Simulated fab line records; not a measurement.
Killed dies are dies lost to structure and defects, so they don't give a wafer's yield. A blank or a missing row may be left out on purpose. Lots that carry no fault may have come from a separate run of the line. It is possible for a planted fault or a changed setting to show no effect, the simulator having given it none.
fab line records ; flow nand_harc
record: lots: 5; wafers: 15; last_day: 24
route steps=1159 shown A_SLIT@802 A_SIN_REMOVE@804 A_WL_FILL@809 END@1159
lots that met no fault: from a run of the same line without faults
start_h: start of the lot's first displayed wafer, in hours after the record's first day ; wait_h: time in hours since the lot's previous step ; " same as the row above ; L1.1+2: one row covering several wafers at once ; - no value, or no start was given ; * or withheld: withheld ; < > ~ a bound
route shown NAME@n: NAME is a module with steps in the file, n the number in the route of the first one ; usual: mean/standard deviation taken from wafers without a fault ; same: alike in all rows ; chamber/n: place in a boat ; sites: each site's reading ; _std_site: standard deviation across them ; _edge_site: the outer-site mean with the inner-site mean subtracted ; radius_mm: how far each site lies from the wafer's centre ; mask NAME#n: copy n ; behind: the last tool/chamber to shape the wafer ; hold: what put the lot on hold/how long, in hours/how the hold closed ; device: which transistor (n, p or np) failed to switch ; end of line: at the end of the route, the tests of the same wafers ; where a step has no rows: the recipe by itself ; killed: count of dies lost to structure and defects at first sort (not the wafer's yield) ; map: dies across one wafer; x = killed, . = not, _ = none there
set.NAME: the run value of the setting; set.NAME@STEP: its run value at that earlier step ; model.NAME: the simulator's own value behind a step, which no gauge read
certain route steps with their lots: each step a table, each wafer a row
services: the hour from which a tool's chamber was out of use, counted from the record's first day as start_h (under 0 if before that day), plus the number of hours and why
== steps ==
step: NHARC_A_SLIT_SRD_20
step: NHARC_A_SLIT_CD_MEAS_21
usual: cd_nm: 289.5/1.2
lot.wafer;tool;chamber;start_h;wait_h;cd_nm
L238.1;cd_sem-02;-;347.43;-;289.4
L238.3;cd_sem-02;-;347.43;-;287.5
L238.4;cd_sem-02;-;347.43;-;290.6
L245.1;cd_sem-01;-;391.03;-;289.5
L245.5;cd_sem-01;-;391.03;-;289.8
L245.6;cd_sem-01;-;391.03;-;289.2
L248.1;cd_sem-01;-;410.72;-;289.8
L248.3;cd_sem-01;-;410.72;-;288.6
L248.4;cd_sem-01;-;410.72;-;290.0
L251.1;cd_sem-01;-;441.70;-;290.3
L251.5;cd_sem-01;-;441.70;-;290.3
L251.6;cd_sem-01;-;441.70;-;287.1
L254.2;cd_sem-03;-;447.57;-;289.8
L254.4;cd_sem-03;-;447.57;-;290.8
L254.6;cd_sem-03;-;447.57;-;288.6
step: NHARC_A_SIN_REMOVE_WET_00
recipe: temp_c: 160; time_s: 15300; chemistry: H3PO4
step: NHARC_A_SIN_REMOVE_PRECLEAN_01
recipe: time_s: *; temp_c: 50; bath_age_min: 0; chemistry: SC1
step: NHARC_A_SIN_REMOVE_SRD_02
step: NHARC_A_SIN_REMOVE_INSPECT_04
usual: raw_defect_count: 325/83
lot.wafer;tool;chamber;start_h;wait_h;raw_defect_count
L238.1;defect_inspect-01;-;353.54;0.0;305
L238.3;defect_inspect-01;-;353.54;0.0;232
L238.4;defect_inspect-01;-;353.54;0.0;454
L245.1;defect_inspect-01;-;398.68;0.0;273
L245.5;defect_inspect-01;-;398.68;0.0;298
L245.6;defect_inspect-01;-;398.68;0.0;344
L248.1;defect_inspect-01;-;418.35;0.0;428
L248.3;defect_inspect-01;-;418.35;0.0;448
L248.4;defect_inspect-01;-;418.35;0.0;452
L251.1;defect_inspect-01;-;447.72;0.0;271
L251.5;defect_inspect-01;-;447.72;0.0;360
L251.6;defect_inspect-01;-;447.72;0.0;338
L254.2;defect_inspect-02;-;455.30;0.0;361
L254.4;defect_inspect-02;-;455.30;0.0;298
L254.6;defect_inspect-02;-;455.30;0.0;312
step: NHARC_A_WL_FILL_ALD_00
recipe: target_thk_a: 30; pulse_time_s: 3; ald_cycles: 30; temp_c: 300; material: Al2O3
usual: heater_power_w: 469/55; precursor_pulse_height_rel: 0.999/0.019
lot.wafer;tool;chamber;start_h;wait_h;heater_power_w;precursor_pulse_height_rel
L238.4;ald_hk-02;0;353.76;0.2;453;1.027
L238.1;ald_hk-02;1;353.76;0.2;525;1.002
L238.3;ald_hk-02;3;353.76;0.2;503;1.013
L245.1;ald_hk-01;0;398.75;0.1;524;1.007
L245.5;ald_hk-01;0;398.75;0.1;523;1.058
L245.6;ald_hk-01;1;398.75;0.1;384;1.002
L248.3;ald_hk-03;2;418.42;0.1;454;0.976
L248.4;ald_hk-03;0;418.42;0.1;577;1.000
L248.1;ald_hk-03;1;418.42;0.1;457;1.007
L251.1;ald_hk-03;1;447.81;0.1;462;1.005
L251.5;ald_hk-03;0;447.81;0.1;576;0.998
L251.6;ald_hk-03;1;447.81;0.1;459;1.007
L254.4;ald_hk-02;1;455.36;0.1;516;0.990
L254.2;ald_hk-02;3;455.36;0.1;493;0.964
L254.6;ald_hk-02;2;455.36;0.1;434;1.001
step: NHARC_A_WL_FILL_RTA_01
recipe: temp_c: 1000; time_s: 5
usual: lamp_power_pct: 31.7/1.4; wafer_temp_C_max: 1004.8/1.4
lot.wafer;tool;chamber;start_h;wait_h;lamp_power_pct;wafer_temp_C_max
L238.1;rtp_anneal-01;0;354.04;-;33.1;1006.8
L238.3;rtp_anneal-01;0;354.04;-;33.1;1006.4
L238.4;rtp_anneal-01;0;354.04;-;33.1;1005.6
L245.1;rtp_anneal-01;0;399.02;-;33.1;1005.7
L245.5;rtp_anneal-01;0;399.02;-;33.0;1005.4
L245.6;rtp_anneal-01;0;399.02;-;33.0;1005.6
L248.1;rtp_anneal-01;0;418.68;-;33.0;1005.5
L248.3;rtp_anneal-01;0;418.68;-;33.1;1006.6
L248.4;rtp_anneal-01;0;418.68;-;33.0;1005.6
L251.1;rtp_anneal-01;0;448.17;-;33.1;1005.5
L251.5;rtp_anneal-01;0;448.17;-;33.1;1003.6
L251.6;rtp_anneal-01;0;448.17;-;33.1;1005.6
L254.2;rtp_anneal-01;0;455.65;-;33.1;1006.7
L254.4;rtp_anneal-01;0;455.65;-;33.1;1004.3
L254.6;rtp_anneal-01;0;455.65;-;33.1;1006.5
step: NHARC_A_WL_FILL_ALD_02
recipe: target_thk_a: 20; pulse_time_s: 3; ald_cycles: 100; temp_c: 450; material: TiN
usual: heater_power_w: 1137/130; precursor_pulse_height_rel: 1.000/0.021
lot.wafer;tool;chamber;start_h;wait_h;heater_power_w;precursor_pulse_height_rel
L238.3;ald_metal-03;2;354.25;0.1;1001;1.009
L238.1;ald_metal-03;3;354.25;0.1;1122;1.000
L238.4;ald_metal-03;1;354.25;0.1;897;0.968
L245.1;ald_metal-01;2;399.33;0.3;1209;0.994
L245.5;ald_metal-01;0;399.33;0.3;988;0.981
L245.6;ald_metal-01;1;399.33;0.3;870;0.997
L248.4;ald_metal-04;2;418.96;0.2;1129;0.984
L248.3;ald_metal-04;3;418.96;0.2;1133;1.020
L248.1;ald_metal-04;0;418.96;0.2;1299;1.005
L251.1;ald_metal-01;0;448.43;0.2;974;0.999
L251.5;ald_metal-01;3;448.43;0.2;1183;1.022
L251.6;ald_metal-01;0;448.43;0.2;970;0.982
L254.2;ald_metal-04;2;455.91;0.2;1110;1.010
L254.4;ald_metal-04;3;455.91;0.2;1154;0.963
L254.6;ald_metal-04;0;455.91;0.2;1327;1.041
step: NHARC_A_WL_FILL_CVD_03
recipe: target_thk_a: 400; temp_c: 300; pressure_torr: 40; wf6_flow_sccm: 40; h2_flow_sccm: 1600; ar_flow_sccm: 1560; time_s: 3302; material: W
usual: heater_power_w: 471/24; throttle_valve_pct: 7.92/0.27
lot.wafer;tool;chamber;start_h;wait_h;heater_power_w;throttle_valve_pct
L238.1;cvd_w-02;0;356.99;2.4;442;7.87
L238.3;cvd_w-02;1;356.99;2.4;514;7.72
L238.4;cvd_w-02;0;356.99;2.4;444;7.91
L245.1;cvd_w-01;1;399.75;0.1;499;8.38
L245.6;cvd_w-01;1;401.64;1.9;498;8.27
L245.5;cvd_w-01;0;401.64;1.9;449;7.60
L248.1;cvd_w-01;1;420.82;1.5;504;8.52
L248.3;cvd_w-01;1;420.82;1.5;495;8.33
L248.4;cvd_w-01;0;420.82;1.5;459;7.74
L251.1;cvd_w-02;1;452.79;4.0;475;8.07
L251.6;cvd_w-02;0;454.23;5.4;454;7.77
L251.5;cvd_w-02;1;454.23;5.4;486;7.61
L254.2;cvd_w-01;1;457.60;1.4;498;8.19
L254.4;cvd_w-01;0;457.60;1.4;466;7.66
L254.6;cvd_w-01;1;459.47;3.2;498;8.31
step: NHARC_A_WL_FILL_ETCHBACK_04
recipe: target_depth_a: 600; time_s: 120; chemistry: NF3
usual: drypump_motor_current_A: 6.08/0.23; oes_product_au: 0.997/0.011
lot.wafer;tool;chamber;start_h;wait_h;drypump_motor_current_A;oes_product_au;rf_hours_counter_h
L238.1;rie_metal-01;0;359.88;2.4;6.01;0.997;0.5
L238.3;rie_metal-01;1;359.88;2.4;5.83;0.991;-
L238.4;rie_metal-01;0;359.88;2.4;6.02;1.004;-
L245.1;rie_metal-02;0;403.08;2.9;6.24;0.997;0.2
L245.6;rie_metal-02;0;403.08;2.9;6.22;1.003;-
L245.5;rie_metal-02;1;403.08;2.9;5.87;1.000;-
L248.1;rie_metal-01;0;424.15;2.9;6.00;0.722;1.7
L248.4;rie_metal-01;0;424.15;2.9;5.98;0.718;-
L248.3;rie_metal-01;1;424.15;2.9;5.83;0.984;-
L251.1;rie_metal-02;0;455.67;2.4;6.23;0.999;1.9
L251.6;rie_metal-02;0;455.67;2.4;6.23;1.006;-
L251.5;rie_metal-02;1;455.67;2.4;5.88;1.009;-
L254.2;rie_metal-02;0;460.43;2.4;6.23;0.992;2.2
L254.4;rie_metal-02;0;460.43;2.4;6.24;0.993;-
L254.6;rie_metal-02;0;460.43;2.4;6.23;0.993;-
step: NHARC_A_WL_FILL_ETCHBACK_05
recipe: target_depth_a: 220; time_s: 60; temp_c: 40; chemistry: Cl2/BCl3
usual: drypump_motor_current_A: 6.08/0.23; oes_product_au: 0.997/0.0091
lot.wafer;tool;chamber;start_h;wait_h;drypump_motor_current_A;oes_product_au;rf_hours_counter_h
L238.1;rie_metal-01;0;360.10;0.2;5.99;1.002;0.7
L238.4;rie_metal-01;1;360.10;0.2;5.84;0.997;-
L238.3;rie_metal-01;0;360.10;0.2;6.01;0.990;-
L245.1;rie_metal-02;1;403.32;0.2;5.84;0.998;0.4
L245.6;rie_metal-02;1;403.32;0.2;5.85;1.002;-
L245.5;rie_metal-02;0;403.32;0.2;6.23;0.988;-
L248.1;rie_metal-01;0;424.41;0.2;5.99;1.004;1.8
L248.4;rie_metal-01;1;424.41;0.2;5.85;0.980;-
L248.3;rie_metal-01;0;424.41;0.2;5.99;1.004;-
L251.1;rie_metal-02;1;455.91;0.2;5.88;1.000;2.1
L251.5;rie_metal-02;1;455.91;0.2;5.88;1.010;-
L251.6;rie_metal-02;0;455.91;0.2;6.25;0.991;-
L254.2;rie_metal-02;1;460.67;0.2;5.87;1.019;2.3
L254.4;rie_metal-02;0;460.67;0.2;6.25;0.992;-
L254.6;rie_metal-02;1;460.67;0.2;5.90;1.025;-
step: NHARC_END_SORT_01
recipe: temp_c: 25
usual: killed_at_array: 28/11; killed_at_other: 0.7/0.88; killed_at_periphery: 3.1/2.2; killed_dies: 31/12; killed_open: 3.3/2; killed_short: 2.0/1.6
same: gross_dies: 677
lot.wafer;tool;chamber;start_h;wait_h;killed_at_array;killed_at_other;killed_at_periphery;killed_dies;killed_open;killed_short
L245.6;prober-01;0;505.92;4.0;24;0;3;27;4;2
L248.1;prober-01;0;544.12;2.5;675;1;1;677;0;1
L248.4;prober-01;0;546.53;3.4;672;2;3;677;3;3
killed by level:class
L245.6 A_SLIT:chamber_film_flake=8 A_CHANNEL_HOLE_D1:chamber_film_flake=4 A_STAIRCASE:chamber_film_flake=4 A_CONTACT:chamber_film_flake=3 P_CONTACT:geometric_particle:open=2 P_GATE:geometric_particle:short=1 A_ONON_D1:geometric_particle:open=1 A_SGD_CUT:geometric_particle:open=1
L248.1 A_WL_FILL:area_etchback=659 A_CHANNEL_HOLE_D1:chamber_film_flake=11 A_STAIRCASE:chamber_film_flake=2 A_BLC:geometric_particle:short=1 P_GATE:chamber_film_flake=1 A_SGD_CUT:chamber_film_flake=1 A_CONTACT:chamber_film_flake=1 THIN_TSV:chamber_film_flake=1
L248.4 A_WL_FILL:area_etchback=657 A_CHANNEL_HOLE_D1:chamber_film_flake=8 A_WL_FILL:geometric_particle:short=2 P_GATE:chamber_film_flake=2 THIN_TSV:chamber_film_flake=2 P_CONTACT:geometric_particle:open=1 A_CONTACT:chamber_film_flake=1 A_SGD_CUT:geometric_particle:short=1
map L248.1 (x killed, . not)
____________x____________
_________xxxxxxx_________
_______xxxxxxxxxxx_______
______xxxxxxxxxxxxx______
_____xxxxxxxxxxxxxxx_____
____xxxxxxxxxxxxxxxxx____
____xxxxxxxxxxxxxxxxx____
___xxxxxxxxxxxxxxxxxxx___
___xxxxxxxxxxxxxxxxxxx___
__xxxxxxxxxxxxxxxxxxxxx__
__xxxxxxxxxxxxxxxxxxxxx__
_xxxxxxxxxxxxxxxxxxxxxxx_
_xxxxxxxxxxxxxxxxxxxxxxx_
_xxxxxxxxxxxxxxxxxxxxxxx_
_xxxxxxxxxxxxxxxxxxxxxxx_
_xxxxxxxxxxxxxxxxxxxxxxx_
xxxxxxxxxxxxxxxxxxxxxxxxx
xxxxxxxxxxxxxxxxxxxxxxxxx
xxxxxxxxxxxxxxxxxxxxxxxxx
xxxxxxxxxxxxxxxxxxxxxxxxx
xxxxxxxxxxxxxxxxxxxxxxxxx
_xxxxxxxxxxxxxxxxxxxxxxx_
_xxxxxxxxxxxxxxxxxxxxxxx_
_xxxxxxxxxxxxxxxxxxxxxxx_
_xxxxxxxxxxxxxxxxxxxxxxx_
_xxxxxxxxxxxxxxxxxxxxxxx_
__xxxxxxxxxxxxxxxxxxxxx__
__xxxxxxxxxxxxxxxxxxxxx__
___xxxxxxxxxxxxxxxxxxx___
___xxxxxxxxxxxxxxxxxxx___
____xxxxxxxxxxxxxxxxx____
____xxxxxxxxxxxxxxxxx____
_____xxxxxxxxxxxxxxx_____
______xxxxxxxxxxxxx______
_______xxxxxxxxxxx_______
_________xxxxxxx_________
____________x____________
map L238.4 (x killed, . not)
____________.____________
_________......._________
_______..........._______
______.............______
_____..............._____
____.................____
____x..............x.____
___...................___
___...................___
__..........x......x...__
__x....................__
_......................._
_......................._
_......................._
_........x....x........._
_......................._
.........................
.........................
x...............x........
.............x...........
.............x...........
_......................._
_......................._
_..x.x.................._
_......................x_
_......................._
__x....................__
__.....................__
___...................___
___...................___
____..x..............____
____.................____
_____..............._____
______.............______
_______..........._______
_________......._________
____________.____________
== services ==
tool;chamber;start_h;hours;kind
rie_metal-01;-;332.00;9.0;pm
rie_metal-01;0;332.00;9.0;vent_cycle
rie_metal-01;1;332.00;9.0;vent_cycle
rie_metal-01;0;341.00;-;clean
ald_metal-04;2;343.04;16.6;repair
ald_metal-01;2;359.99;1.8;repair
ald_metal-04;-;374.14;1.5;repair
cvd_w-02;-;378.31;13.0;pm
ald_metal-04;-;387.57;6.2;repair
rie_metal-02;-;388.00;9.0;pm
rie_metal-02;0;388.00;9.0;vent_cycle
rie_metal-02;1;388.00;9.0;vent_cycle
ald_metal-01;3;394.95;22.3;repair
rie_metal-02;0;397.00;-;clean
rie_metal-02;1;397.00;-;clean
ald_metal-04;-;406.00;10.0;pm
ald_hk-01;-;406.83;10.0;pm
ald_metal-03;0;421.64;4.9;repair
ald_metal-01;-;428.66;0.7;repair
ald_metal-03;-;435.17;1.0;repair
ald_metal-04;3;440.69;9.7;repair
rie_metal-01;0;453.27;5.8;repair
ald_metal-01;-;458.00;10.0;pm
ald_hk-02;-;458.25;10.0;pm
== key ==
first_sign: step: NHARC_A_WL_FILL_ETCHBACK_04; reading: oes_product_au; direction: down; sigmas: 26; usual: 0.997; struck: 0.720
effect: step: NHARC_END_SORT_01; reading: killed_at_array; direction: up; sigmas: 57; usual: 28; struck: 674
more_kills_born_at: NHARC_A_WL_FILL_ETCHBACK_04@rie_metal-01: 1316
met_at NHARC_A_WL_FILL_ETCHBACK_04
struck_wafers L248.1,L248.4
later_rows_left_out L248.1,L248.4
tester_left_out L248
onset_between 359.88 424.15
fault: kind: process_parameter_drift; tool: rie_metal-01; chamber: 0; onset_h: 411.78; steps: NHARC_A_WL_FILL_ETCHBACK_04; channel: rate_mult; offset: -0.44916; shape: step; end_h: 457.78
tester_left_out: of these lots the tester's yield and bins aren't shown, on N5 and GAA mostly nor the transistor test; their killed dies are dies lost to structure and defects alone, not to doping, threshold or leakage, so they don't give the yield
later_rows_left_out: the simulator's readings of these wafers behind a module that went badly wrong aren't trusted and aren't shown, but for the sort
